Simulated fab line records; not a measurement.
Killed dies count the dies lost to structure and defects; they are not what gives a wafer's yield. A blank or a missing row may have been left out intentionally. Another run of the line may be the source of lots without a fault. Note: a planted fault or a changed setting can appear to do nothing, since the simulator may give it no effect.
fab line records    flow n5Finfet
[record] lots = 5  wafers = 12  lastDay = 16
route steps=1938 shown BEOL_M4@1099 BEOL_M5@1112 BEOL_M9@1461 BEOL_M15@1830 PASSIVATION@1936
lots with no fault: from the same line, run without faults
startH: hours from the record's opening day to when the first of the lot's shown wafers began    waitH: hours elapsed since this lot's preceding step    " same as the row above    L1.1+2: one row covering several wafers at once    - no value, or no start was given    * or withheld: withheld    < > ~ a bound
route shown NAME@n: names a module that has steps shown in the file, with the first one's number in the route    usual: the fault-free wafers' mean and standard deviation    same: alike in all rows    chamber/n: place in a boat    sites: each site's reading    _std_site: standard deviation across them    _edge_site: inner sites' mean taken away from outer sites' mean    radiusMm: for every site, how far away it sits from the centre of the wafer    mask NAME#n: copy n    behind: the tool/chamber that last shaped the wafer    hold: what put the lot on hold/how long, in hours/how the hold closed    device: transistor that didn't switch, given as n, p or np    end of line: the route-end tests of the same wafers    a step given without rows: its recipe and nothing more    killed: dies lost to structure and defects at the first sort, not the wafer's yield    map: dies across one wafer; x = killed, . = not, _ = none there
set.NAME: the setting the step ran with; set.NAME@STEP: the setting that earlier step ran with    model.NAME: the simulator's own value behind a step, which no gauge read
lots seen at some steps along the route; tables by step, rows by wafer
services: a tool's chamber out of use, with start hour (startH, from the record's first day; less than 0 if before it), hours out, and reason
[[steps]]
[step N5_BEOL_M4_ANNEAL_95]
[recipe] tempC = 400  timeS = 240  ambient = vacuum
[step N5_BEOL_M4_SPUTTER_96]
[recipe] material = Cu  targetThkA = 45  tempC = -20  chamberPressurePa = 0.07  powerW = withheld  timeS = 8.29
[step N5_BEOL_M4_ECD_50]
[recipe] material = Cu  targetThkA = 3000
[step N5_BEOL_M4_ANNEAL_51]
[recipe] tempC = 225  timeS = 90  ambient = N2
[step N5_BEOL_M4_CMP_52]
[recipe] stopOn = SiOC  tOverpolishS = 6.8  downForcePsi = 1  platenRpm = 50  clearingPlatenDownForcePsi = 1.5  clearingPlatenRpm = 50  postCmpClean = cuAlkaline  targetThkNm = 40  clearingPlatenPadVelocityMS = 0.99484  padVelocityMS = 0.99484
[step N5_BEOL_M4_PRE_CLEAN_60]
[recipe] gas = NH3/H2  timeS = 15  tempC = *  rfPowerW = 300
[step N5_BEOL_M4_CO_CAP_55]
[recipe] material = Co  targetThkA = 20  tempC = 200  precursor = CCTBA/H2  pressureTorr = 30  timeS = 102.1
[step N5_BEOL_M4_PRE_CLEAN_56]
[recipe] gas = NH3  timeS = 15  tempC = withheld  rfPowerW = 300
[step N5_BEOL_M4_DEP_57]
[recipe] material = SiCN  targetThkA = 80  tempC = withheld  precursor = 3MS/NH3  pressureTorr = 3  rfW = 202  timeS = 14
[step N5_BEOL_M4_RC_MEAS_101]
[usual] DIBL_N = 36.8/2.2  DIBL_P = 37.0/2.8  IOFF_N = 0.18/0.043  IOFF_P = 0.23/0.05  ION_N = 680/14  ION_P = 466/9.1  SS_N = 71.7/0.74  SS_P = 73.5/0.79  VT_N = 248/4  VT_P = -249/4.1
lot.wafer  tool       chamber  startH  waitH  DIBL_N[mV/V]  DIBL_P[mV/V]  IOFF_N[nA/um]  IOFF_P[nA/um]  ION_N[uA/um]  ION_P[uA/um]  SS_N[mV/dec]  SS_P[mV/dec]  VT_N[mV]  VT_P[mV]
L930.2     prober-02  0        177.73  0.2    40.2          40.4          0.23           0.26           689           467           72.2          74.0          244       -250
L930.4     "          0        "       "      39.7          40.0          0.22           0.25           684           464           72.6          74.9          245       -251
L930.6     "          0        "       "      36.5          35.5          0.14           0.19           670           459           70.8          73.4          248       -252
L940.2     prober-02  0        232.75  0.2    37.6          38.2          0.19           0.32           686           477           71.2          74.0          248       -241
L940.5     "          0        "       "      36.4          36.1          0.17           0.27           683           484           71.3          74.1          246       -242
L941.2     prober-01  0        238.19  0.2    40.5          39.2          0.29           0.30           709           470           73.3          73.4          243       -247
L941.5     "          0        "       "      34.3          31.9          0.13           0.17           668           459           70.6          71.5          254       -252
L942.2     prober-02  0        247.63  0.2    37.7          38.1          0.18           0.24           676           460           71.2          74.5          248       -253
L942.5     "          0        "       "      40.0          39.9          0.23           0.27           698           467           72.2          74.0          245       -247
L950.2     prober-01  0        291.65  0.2    38.2          36.8          0.20           0.21           685           460           73.4          73.5          249       -253
L950.5     "          0        "       "      39.9          39.7          0.23           0.27           689           469           73.1          74.4          244       -247
L950.6     "          0        "       "      35.9          35.6          0.16           0.20           680           461           71.6          73.0          252       -253
[step N5_BEOL_M5_ILD_DEP_00]
[recipe] material = SiCOH_lowk  targetThkA = 1406.4  tempC = 300  precursor = DEMS/porogen  pressureTorr = 5  rfW = 500  timeS = 25.9
[step N5_BEOL_M5_CURE_79]
[recipe] tempC = 385  timeS = 240  ambient = He/Ar  material = SiCOH_lowk
[step N5_BEOL_M5_PECVD_70]
[recipe] material = SiO2  targetThkA = 160  tempC = 400  precursor = TEOS/O2  pressureTorr = 5.5  rfW = 450  teosFlowSccm = 53.8  gas = O2  flowSccm = 3000  timeS = 18
[step N5_BEOL_M5_HM_DEP_02]
[recipe] material = TiN  targetThkA = 200  tempC = 25  chamberPressurePa = 0.49996
[step N5_BEOL_M5_COAT_59]
[recipe] resist = SOC  tempC = 250  timeS = 60  spinRpm = 1500  resistThkNm = 60
[step N5_BEOL_M5_COAT_60]
[recipe] resist = SiARC  tempC = 220  timeS = 60  spinRpm = 1500  resistThkNm = 12
[step N5_BEOL_M5_COAT_71]
[recipe] resist = underlayer  tempC = 205  timeS = 60  spinRpm = 1500  resistThkNm = 5
[step N5_BEOL_M5_COAT_05]
[recipe] resist = CAR-EUV  spinRpm = 1500  resistThkNm = 30
[step N5_BEOL_M5_EBR_07]
[recipe] solvent = PGMEA  ebrWidthMm = 1.5
[step N5_BEOL_M5_SOFTBAKE_06]
[recipe] tempC = 110  timeS = 60  resist = CAR-EUV
[step N5_BEOL_M5_EXPOSE_08]
[recipe] maskId = M5  na = 0.33  sourceShape = annular  sigmaInner = 0.4  sigmaOuter = 0.8  polarization = unpolarized  targetCdNm = 28  doseMj = 35.75
[step N5_BEOL_M5_PEB_09]
[recipe] pebTempC = 100  pebTimeS = 60  resist = CAR-EUV
[step N5_BEOL_M5_DEVELOP_10]
[recipe] developTimeS = 30  developer = TMAH  resist = CAR-EUV  rinseLiquid = surfactantRinse  dry = airSpin  devTempC = 23
[step N5_BEOL_M5_DESCUM_16]
[recipe] chemistry = O2  timeS = 7  sourcePowerW = 50  biasPowerW = 20  pressureMtorr = 20  rfFrequencyHz = 2.712e+07  tempC = 40  resist = CAR-EUV  o2FlowSccm = 225
[step N5_BEOL_M5_ETCH_72]
[recipe] chemistry = N2/H2  target = underlayer  targetDepthA = 65  maskMaterial = CAR-EUV  timeS = 5.2  ionEnergyEv = 200  pressureMtorr = 30  sourceW = 840  biasW = 150  n2FlowSccm = 200  h2FlowSccm = 200  ends = cleared
[step N5_BEOL_M5_ETCH_61]
[recipe] chemistry = CF4  target = SiARC  targetDepthA = 156  maskMaterial = CAR-EUV  timeS = 26  ionEnergyEv = 80  pressureMtorr = 40  sourceW = 545  biasW = 36  Ar_flow_sccm = 100  cf4FlowSccm = 100  ends = cleared
[step N5_BEOL_M5_ETCH_62]
[recipe] chemistry = N2/H2  target = SOC  targetDepthA = 750  overetchA = 150  maskMaterial = SiARC  tempC = 40  timeS = 112.5  ionEnergyEv = 200  pressureMtorr = 30  sourceW = 840  biasW = 150  n2FlowSccm = 200  h2FlowSccm = 200
[step N5_BEOL_M5_STRIP_63]
[recipe] chemistry = N2/H2  tempC = 40  n2FlowSccm = 200  h2FlowSccm = 200  rfFrequencyHz = 6e+07
[step N5_BEOL_M5_STRIP_73]
[recipe] chemistry = N2/H2  tempC = 40  n2FlowSccm = 200  h2FlowSccm = 200  rfFrequencyHz = 6e+07
[step N5_BEOL_M5_STRIP_64]
[recipe] chemistry = CF4  resist = SiARC  powerW = 300  biasPowerW = 75  pressureMtorr = 50  cf4FlowSccm = 150  rfFrequencyHz = 6e+07
[step N5_BEOL_M5_HM_OPEN_17]
[recipe] chemistry = Cl2/BCl3  targetDepthA = 200  overetchA = 60  target = TiN  maskMaterial = SOC  ionEnergyEv = 150  pressureMtorr = 10  icpW = 1000  biasW = 126  Cl2_flow_sccm = 53.25  bcl3FlowSccm = 21.75  Ar_flow_sccm = 25
[step N5_BEOL_M5_STRIP_19]
[recipe] chemistry = O2  powerW = 400  tempC = 40  pressureMtorr = 30  rfFrequencyHz = 6e+07  biasPowerW = 0  overashFraction = 0.2  o2FlowSccm = 225
[step N5_BEOL_M5_COAT_65]
[recipe] resist = SOC  tempC = 250  timeS = 60  spinRpm = 1500  resistThkNm = 60
[step N5_BEOL_M5_COAT_66]
[recipe] resist = SiARC  tempC = 220  timeS = 60  spinRpm = 1500  resistThkNm = 12
[step N5_BEOL_M9_SPUTTER_48]
[recipe] material = Cu  targetThkA = 120  tempC = -20  biasV = 60  powerW = 26000  chamberPressurePa = 0.13  timeS = 2
[usual] susceptorTempC = -20.00/0.11  throttleValvePct = 30.6/1.3
lot.wafer  tool           chamber  startH  waitH  susceptorTempC  throttleValvePct
L930.2     pvdSputter-02  -        224.95  0.4    -20.07          31.9
L930.4     "              -        "       "      -20.08          32.7
L930.6     "              -        "       "      -19.96          31.2
L940.2     pvdSputter-02  -        280.11  0.1    -20.11          30.8
L940.5     "              -        "       "      -               31.7
L941.2     pvdSputter-02  -        282.60  0.1    -20.10          31.9
L941.5     "              -        "       "      -               30.9
L942.2     pvdSputter-02  -        290.17  0.1    -20.19          32.8
L942.5     "              -        "       "      -               31.8
L950.2     pvdSputter-03  -        339.48  1.3    -20.06          31.1
L950.5     "              -        "       "      -19.93          31.0
L950.6     "              -        "       "      -19.98          27.9
[step N5_BEOL_M15_RC_MEAS_101]
[usual] COMB_M10 = 1.44e-11/2.9e-12  COMB_M11 = 1.4e-11/3.1e-12  COMB_M11_max_site = 2e-11/4.3e-12  COMB_M12 = 6.4e-12/1.5e-12  COMB_M13 = 4.8e-12/1.1e-12  COMB_M14 = 3.6e-12/7.9e-13  COMB_M15 = 2.5e-12/5e-13  COMB_M5 = 3.5e-11/7.8e-12  COMB_M6 = 2.4e-11/5e-12  COMB_M6_max_site = 3.5e-11/7.8e-12  COMB_M7 = 2.5e-11/5.6e-12  COMB_M8 = 2.6e-11/5e-12  COMB_M9 = 1.38e-11/2.9e-12  SERP_M10 = 3.07/0.11  SERP_M11 = 3.12/0.14  SERP_M12 = 0.643/0.023  SERP_M13 = 0.309/0.0081  SERP_M14 = 0.160/0.0055  SERP_M5 = 39.5/2.4  SERP_M6 = 13.9/0.67  SERP_M7 = 14.1/0.79  SERP_M8 = 13.3/0.63  SERP_M9 = 3.15/0.12  SERP_M9_max_site = 3.24/0.12
lot.wafer  tool       chamber  startH  waitH  COMB_M10[S/m]  COMB_M11[S/m]  COMB_M11_max_site[S/m]  COMB_M12[S/m]  COMB_M13[S/m]  COMB_M14[S/m]  COMB_M15[S/m]  COMB_M5[S/m]  COMB_M6[S/m]  COMB_M6_max_site[S/m]  COMB_M7[S/m]  COMB_M8[S/m]  COMB_M9[S/m]  SERP_M10[ohm/um]  SERP_M11[ohm/um]  SERP_M12[ohm/um]  SERP_M13[ohm/um]  SERP_M14[ohm/um]  SERP_M5[ohm/um]  SERP_M6[ohm/um]  SERP_M7[ohm/um]  SERP_M8[ohm/um]  SERP_M9[ohm/um]  SERP_M9_max_site[ohm/um]
L930.2     prober-02  0        270.10  0.2    1.21e-11       1.2e-11        1.8e-11                 8.5e-12        3.9e-12        3e-12          2.9e-12        4.3e-11       2.5e-11       3.9e-11                2.5e-11       3.1e-11       1e-11         3.02              3.20              0.600             0.311             0.151             42.5             14.0             14.3             13.9             3.24             3.30
L930.4     "          0        "       "      1.36e-11       1.4e-11        1.8e-11                 6.3e-12        5e-12          4e-12          1.8e-12        4.9e-11       2.7e-11       3.4e-11                2.3e-11       3e-11         1.18e-11      2.89              3.10              0.647             0.315             0.163             38.7             14.9             14.5             13.3             2.98             3.06
L930.6     "          0        "       "      1.17e-11       1.6e-11        1.9e-11                 7.9e-12        5.2e-12        3e-12          2.7e-12        3.1e-11       2.2e-11       3.5e-11                2.9e-11       3.6e-11       1.19e-11      2.87              3.09              0.654             0.312             0.150             40.3             14.4             13.2             13.3             2.98             3.07
L940.2     prober-01  0        328.31  0.2    1.86e-11       7e-12          1.2e-11                 5.1e-12        3.2e-12        2.4e-12        1.7e-12        3.1e-11       1.8e-11       2.7e-11                3.3e-11       1.9e-11       1.65e-11      3.10              3.16              0.667             0.330             0.162             39.8             12.9             13.0             13.8             3.21             3.32
L940.5     "          0        "       "      1.26e-11       1.7e-11        2.2e-11                 4.2e-12        6.1e-12        3.6e-12        1.9e-12        3.2e-11       2.1e-11       4e-11                  2.6e-11       2.1e-11       1.21e-11      3.22              3.11              0.670             0.329             0.156             37.2             13.5             14.0             12.5             ~7142.9          ~7142.9
L941.2     prober-02  0        331.21  0.2    1.3e-11        1.3e-11        1.9e-11                 5.7e-12        4.9e-12        2.8e-12        2.8e-12        3.4e-11       1.6e-11       2e-11                  2.1e-11       2.3e-11       1.52e-11      2.97              3.28              0.623             0.307             0.158             38.8             12.9             13.5             12.7             3.06             3.12
L941.5     "          0        "       "      1.71e-11       1.2e-11        1.7e-11                 6.9e-12        5.5e-12        3.4e-12        2.7e-12        2.4e-11       2.8e-11       5e-11                  2.3e-11       2e-11         1.14e-11      3.15              3.09              0.623             0.310             0.163             40.1             13.7             15.2             12.6             ~7142.9          ~7142.9
L942.2     prober-02  0        334.47  0.2    9.3e-12        1.6e-11        2.2e-11                 5.7e-12        4.8e-12        4.1e-12        3e-12          3.1e-11       2e-11         3.6e-11                2.3e-11       2.5e-11       1.55e-11      2.92              3.24              0.613             0.308             0.166             37.2             13.5             14.7             13.1             3.06             3.14
L942.5     "          0        "       "      1.01e-11       1.4e-11        2.2e-11                 7.3e-12        4.6e-12        3.7e-12        2e-12          3.3e-11       2.3e-11       4.3e-11                2.3e-11       2.5e-11       1.33e-11      2.95              3.30              0.623             0.299             0.164             40.0             12.9             15.5             12.8             ~7142.9          ~7142.9
L950.2     prober-02  0        381.20  0.2    1.47e-11       1.6e-11        1.8e-11                 5.5e-12        5.6e-12        5.8e-12        3e-12          2.9e-11       2.5e-11       2.9e-11                3.3e-11       2.6e-11       1.73e-11      3.01              3.21              0.665             0.316             0.160             36.4             14.3             14.5             14.2             3.32             3.41
L950.5     "          0        "       "      2.61e-11       9e-12          1e-11                   6.9e-12        5.5e-12        5.1e-12        3e-12          4.3e-11       3e-11         3.6e-11                3e-11         2.2e-11       2.2e-11       3.00              3.10              0.656             0.316             0.167             39.0             13.9             14.0             14.4             3.17             3.23
L950.6     "          0        "       "      1.74e-11       1.5e-11        2.3e-11                 6.7e-12        4.7e-12        3.6e-12        2.2e-12        4.4e-11       2.3e-11       3.2e-11                3.7e-11       2.5e-11       1.94e-11      3.08              3.14              0.649             0.321             0.162             37.1             14.3             14.2             15.7             3.17             3.20
// sites SERP_M9 radiusMm=0,75,75,75,75,140,140,140,140
L930.2 3.24 3.27 3.24 3.20 3.25 3.21 3.16 3.09 3.30
L940.2 3.32 3.25 3.21 3.31 3.21 3.06 3.16 3.08 3.04
L941.2 3.09 3.08 3.12 3.04 3.07 2.96 3.06 2.98 3.04
L942.2 3.06 3.08 3.11 3.06 3.11 3.04 3.05 3.01 3.14
L950.2 3.39 3.32 3.41 3.32 3.36 3.19 3.21 3.18 3.25
[step N5_PASSIVATION_PROBE_49]
[usual] defectLimitedYield = 91.4/1.5  killed_at_M0_to_M3 = 36/11  killed_at_M4_up = 14/6  killedAtContacts = 11/6  killedAtFrontEnd = 37/11  killedAtOther = 4/3.4  killedDies = 102/18  killedOnRim = 13/3.5  killedOpen = 66/13  killedShort = 34/7.8  sort_bin_4_leakage = 0.00/0.017  sort_bin_5_function = 5.0/0.97  sort_bin_6_memory = 3.2/0.7  sortNPass = 1078/19  sortYieldPct = 91.3/1.6
[same] grossDies = 1180  killedAtBackSide = 0  sort_bin_8_speed[%] = 0
lot.wafer  tool       chamber  startH  waitH  defectLimitedYield[%]  killed_at_M0_to_M3  killed_at_M4_up  killedAtContacts  killedAtFrontEnd  killedAtOther  killedDies  killedOnRim  killedOpen  killedShort  sort_bin_4_leakage[%]  sort_bin_5_function[%]  sort_bin_6_memory[%]  sortNPass  sortYieldPct[%]
L930.2     prober-01  -        286.97  0.1    93.6                   17                  11               7                 39                2              76          10           43          30           0                      4.0                     2.3                   1104       93.6
L930.4     prober-01  -        287.07  0.2    94.1                   24                  12               5                 29                0              70          9            46          23           0                      4.1                     1.9                   1110       94.1
L930.6     prober-01  -        287.17  0.3    90.4                   43                  15               16                37                2              113         16           81          31           0                      5.5                     3.9                   1067       90.4
L940.2     prober-02  -        343.34  0.1    91.4                   40                  10               10                35                7              102         10           69          30           0                      5.4                     3.1                   1078       91.4
L940.5     prober-02  -        343.49  0.2    67.0                   23                  327              10                27                2              389         49           45          24           0                      20.9                    11.9                  791        67.0
L941.2     prober-02  -        344.68  0.8    91.5                   40                  13               13                31                3              100         11           53          46           0.08                   5.0                     3.4                   1079       91.4
L941.5     prober-02  -        344.83  1.0    69.7                   31                  302              6                 19                0              358         51           36          25           0                      19.6                    10.5                  822        69.7
L942.2     prober-02  -        349.87  0.9    91.9                   39                  7                2                 46                2              96          13           63          32           0                      4.8                     2.8                   1084       91.9
L942.5     prober-02  -        350.02  1.1    66.8                   30                  305              12                44                1              392         62           62          31           0                      21.4                    11.6                  788        66.8
L950.2     prober-01  -        395.12  0.1    91.5                   21                  9                23                45                2              100         13           68          31           0                      4.8                     3.4                   1080       91.5
L950.5     prober-01  -        395.27  0.2    92.4                   18                  20               18                34                0              90          6            59          29           0                      4.3                     3.1                   1090       92.4
L950.6     prober-01  -        395.32  0.3    88.1                   49                  17               13                60                1              140         12           88          47           0                      7.2                     4.4                   1040       88.1
// killed by level:class
L930.2 FIN_SAQP:geometricParticle:short=10 ILD0:geometricParticle:short=7 BEOL_M4:geometricParticle:open=6 ILD0:geometricParticle:open=5 MOL_CONTACT_COAG:geometricParticle:open=5 STI_FIN_REVEAL:geometricParticle:open=4 BEOL_M0_SAQP:geometricParticle:open=4 BEOL_M0_SAQP:geometricParticle:short=4
L930.4 BEOL_M3:geometricParticle:open=8 GATE_CUT:geometricParticle:short=6 BEOL_M6:geometricParticle:open=5 ILD0:geometricParticle:open=5 BEOL_M2:geometricParticle:open=5 BEOL_M0_SAQP:geometricParticle:open=4 FIN_SAQP:geometricParticle:short=3 DUMMY_GATE:geometricParticle:open=3
L930.6 BEOL_M2:geometricParticle:open=14 MOL_CONTACT_COAG:geometricParticle:open=11 BEOL_M0_SAQP:geometricParticle:open=9 BEOL_M3:geometricParticle:open=9 FIN_SAQP:geometricParticle:short=7 DUMMY_GATE:geometricParticle:open=7 FIN_SAQP:geometricParticle:open=6 STI_FIN_REVEAL:geometricParticle:open=6
L940.2 FIN_SAQP:geometricParticle:open=15 BEOL_M0_SAQP:geometricParticle:short=10 BEOL_M2:geometricParticle:open=9 MOL_CONTACT_COAG:geometricParticle:open=8 FIN_SAQP:geometricParticle:short=6 BEOL_M1:geometricParticle:open=6 BEOL_M3:geometricParticle:open=6 BEOL_M0_SAQP:geometricParticle:open=5
L940.5 BEOL_M9:interfaceVoidOpened=320 FIN_SAQP:geometricParticle:open=9 MOL_CONTACT_COAG:geometricParticle:open=8 BEOL_M0_SAQP:geometricParticle:short=8 BEOL_M0_SAQP:geometricParticle:open=6 STI_FIN_REVEAL:geometricParticle:open=5 DUMMY_GATE:geometricParticle:open=4 BEOL_M1:geometricParticle:open=3
L941.2 BEOL_M0_SAQP:geometricParticle:short=10 MOL_CONTACT_COAG:geometricParticle:open=9 BEOL_M3:geometricParticle:short=9 GATE_CUT:geometricParticle:short=7 BEOL_M3:geometricParticle:open=7 BEOL_M4:geometricParticle:open=7 FIN_SAQP:geometricParticle:open=6 BEOL_M0_SAQP:geometricParticle:open=6
L941.5 BEOL_M9:interfaceVoidOpened=296 BEOL_M0_SAQP:geometricParticle:short=8 BEOL_M0_SAQP:geometricParticle:open=8 BEOL_M3:geometricParticle:open=7 FIN_SAQP:geometricParticle:short=5 MOL_CONTACT_COAG:geometricParticle:open=5 GATE_CUT:geometricParticle:short=3 BEOL_M1:geometricParticle:open=3
L942.2 BEOL_M1:geometricParticle:open=13 STI_FIN_REVEAL:geometricParticle:open=13 BEOL_M0_SAQP:geometricParticle:open=8 FIN_SAQP:geometricParticle:short=7 FIN_SAQP:geometricParticle:open=5 DUMMY_GATE:geometricParticle:open=5 BEOL_M0_SAQP:geometricParticle:short=5 BEOL_M3:geometricParticle:open=5
L942.5 BEOL_M9:interfaceVoidOpened=298 DUMMY_GATE:geometricParticle:open=12 BEOL_M1:geometricParticle:open=11 FIN_SAQP:geometricParticle:short=8 STI_FIN_REVEAL:geometricParticle:open=6 BEOL_M2:geometricParticle:open=6 MOL_CONTACT_COAG:geometricParticle:open=6 GATE_CUT:geometricParticle:short=5
L950.2 MOL_CONTACT_COAG:geometricParticle:open=18 STI_FIN_REVEAL:geometricParticle:open=15 BEOL_M0_SAQP:geometricParticle:short=9 DUMMY_GATE:geometricParticle:open=7 FIN_SAQP:geometricParticle:short=6 MOL_CONTACT_COAG:geometricParticle:short=5 BEOL_M0_SAQP:geometricParticle:open=4 BEOL_M2:geometricParticle:open=4
L950.5 MOL_CONTACT_COAG:geometricParticle:open=12 BEOL_M2:geometricParticle:open=7 BEOL_M4:geometricParticle:open=7 MOL_CONTACT_COAG:geometricParticle:short=6 BEOL_M3:geometricParticle:open=6 FIN_SAQP:geometricParticle:short=5 STI_FIN_REVEAL:geometricParticle:open=5 STI_FIN_REVEAL:geometricParticle:short=4
L950.6 STI_FIN_REVEAL:geometricParticle:open=14 BEOL_M0_SAQP:geometricParticle:open=13 BEOL_M0_SAQP:geometricParticle:short=11 MOL_CONTACT_COAG:geometricParticle:open=9 DUMMY_GATE:geometricParticle:open=8 BEOL_M3:geometricParticle:open=8 FIN_SAQP:geometricParticle:open=6 FIN_SAQP:geometricParticle:short=6
// map L940.5 (x killed, . not)
_________________xxx.......x.________________
______________x.x.xx......xx...._____________
___________..xxxxx...x.xx.....xx..x__________
__________.x.xx..........xx.x..xx..._________
________.x..x.x.x....x..xx......x...x._______
_______.x..x............xxx.x.x.x...x..______
______xx.x.x.x....x...x.x.xx..xxx.xxx.x._____
_____x....x...xx.......x.x...x.xxxx.xxxx.____
____.xxx.x..x..x.........xx..........xx.xx___
___.x..x...x..x.x.xx.x.......xx.xxx..xx....__
___.x.x.x..x.xxx.x.......xxx.xx.x....xxx...__
__......x.x.x.........x.x....x.xx...x..xx..x_
__xxxx..xxxx.x.x...x..x......xx..x..x......x_
_..x.....x...x...x..xxx..xxx....x..xxx..x.x.x
_x.x...xxx........x..x..x..x....xxx.....xx...
_...xxx.x.....xx.x.x.........xx.x.....x.x....
_.........x...xx.......xx..x...x.x......x.x..
_...xxx..xx.x..x....x....x....xx..x........xx
_x......xxx..x.......x.x...x...xx............
_xx.xx.x.xxx.xx...x...xxxx...xx..xx.xxx..xxx.
_x.x..x.x..x..x.....x.x...x......xx.x........
__....xx..x..x...x.....xxx......x..x..xx...x_
__x......xx...x.x.....xx......x..x.x.x...x.._
___x.......xx.......xx.......xx.xxx..xxxx..__
___..x...x.....x...x..x.xxx..x.............__
____....x......x..xx.....x......xx.x.x....___
_____x.xx.x.x.....xx.x.x..x.x..x........x____
______..x..x.x.x..........xx.x..xx.x...._____
_______.x.x..xx....xx....x..x.xx.x..x..______
________x......xx..xx..x.......x.....x_______
__________....x....xx..........x...x_________
___________..........x.x..xx......x__________
______________....xx.x.x.x......_____________
_________________x...xxx.xx.x________________
// map L941.5 (x killed, . not)
_________________.xxx..x..x..________________
______________......x.x.x.xx...x_____________
___________..xxx..xx.x...xx....xxxx__________
__________..........xx.xx......xx..._________
________x.......x.xxx...xx.x......xxx._______
_______..x..x...x...x.x...............x______
______...xx.x...x......x.xx..x...x.xxxx._____
_____...x.......xxx.....x.x.x..x..x.....x____
____...x.x......x.xxxx......x...x.xx.xx...___
___.....xxx.....xx..........x....x..x.....x__
___...xxxx.xx.......xx.....x....xx....x.x..__
__.xxxx..x..x....xx..x.x....x..xx.....x....x_
__.xx....xx.........x.x.x....x.x.xx.....x..._
_.....xxxxx...x.x.x..........xx....x..xx..x..
_x...x...x.....x..x......x..xx.......x.....xx
_x..x........x..xx.x....x..x.............xxx.
_......x.x...x....x..x.x....xx......x........
_.x...x.................x..x.x..x..xx.xx..x.x
_.xxxxx..xx......xx.........xxx......xxx.x.x.
_x....x..x.x..........x..x.x.......xx...xx.x.
_..x.x..............x......xx.x..xx.x....xx.x
__.....xxx.x...xx.x.x.........xx........x..._
__.x...x.x....x..x..x....x.x....x.........x._
___....x..x..x.xx....x...........xx..x.....__
___x.....x....xxx.xx..x...xx........xxx....__
____......x..xxxxx............x..x.xxx.x.x___
_____x.x...xx..x......xx........x.....x.x____
______xx..x..xx....xx.xx..x....x.xx.x..._____
_______x....xx.x....xxxx.x.x..x.x.....x______
________x......x....x.x...x...x.x..xxx_______
__________x..x.x.x.x......x...x.x.x._________
___________.x.xx...x.....xxx....x..__________
______________xxx.x....x..xx...._____________
_________________......x....x________________
[[services]]
tool           chamber  startH  hours  kind
pvdSputter-02  -        321.23  1.2    repair
[[key]]
[firstSign] step = N5_BEOL_M15_RC_MEAS_101  reading = SERP_M9  direction = up  sigmas = 99+  usual = 3.15  struck = ~7142.9
[effect] step = N5_BEOL_M15_RC_MEAS_101  reading = SERP_M9_max_site  direction = up  sigmas = 99+  usual = 3.24  struck = ~7142.9
[effect] step = N5_PASSIVATION_PROBE_49  reading = killed_at_M4_up  direction = up  sigmas = 50  usual = 14  struck = 311
[moreKillsBornAt] N5_BEOL_M9_SPUTTER_48@pvdSputter-02 = 914
metAt N5_BEOL_M9_SPUTTER_48
struckWafers L940.5,L941.5,L942.5
onsetBetween 224.95 280.11
[fault] kind = processParameterDrift  tool = pvdSputter-02  chamber = -  onsetH = 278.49  steps = N5_BEOL_M9_SPUTTER_48  channel = timeS  offset = *  shape = step  endH = 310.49  scope = struckWafersOnly  actsIn = *  stated = *
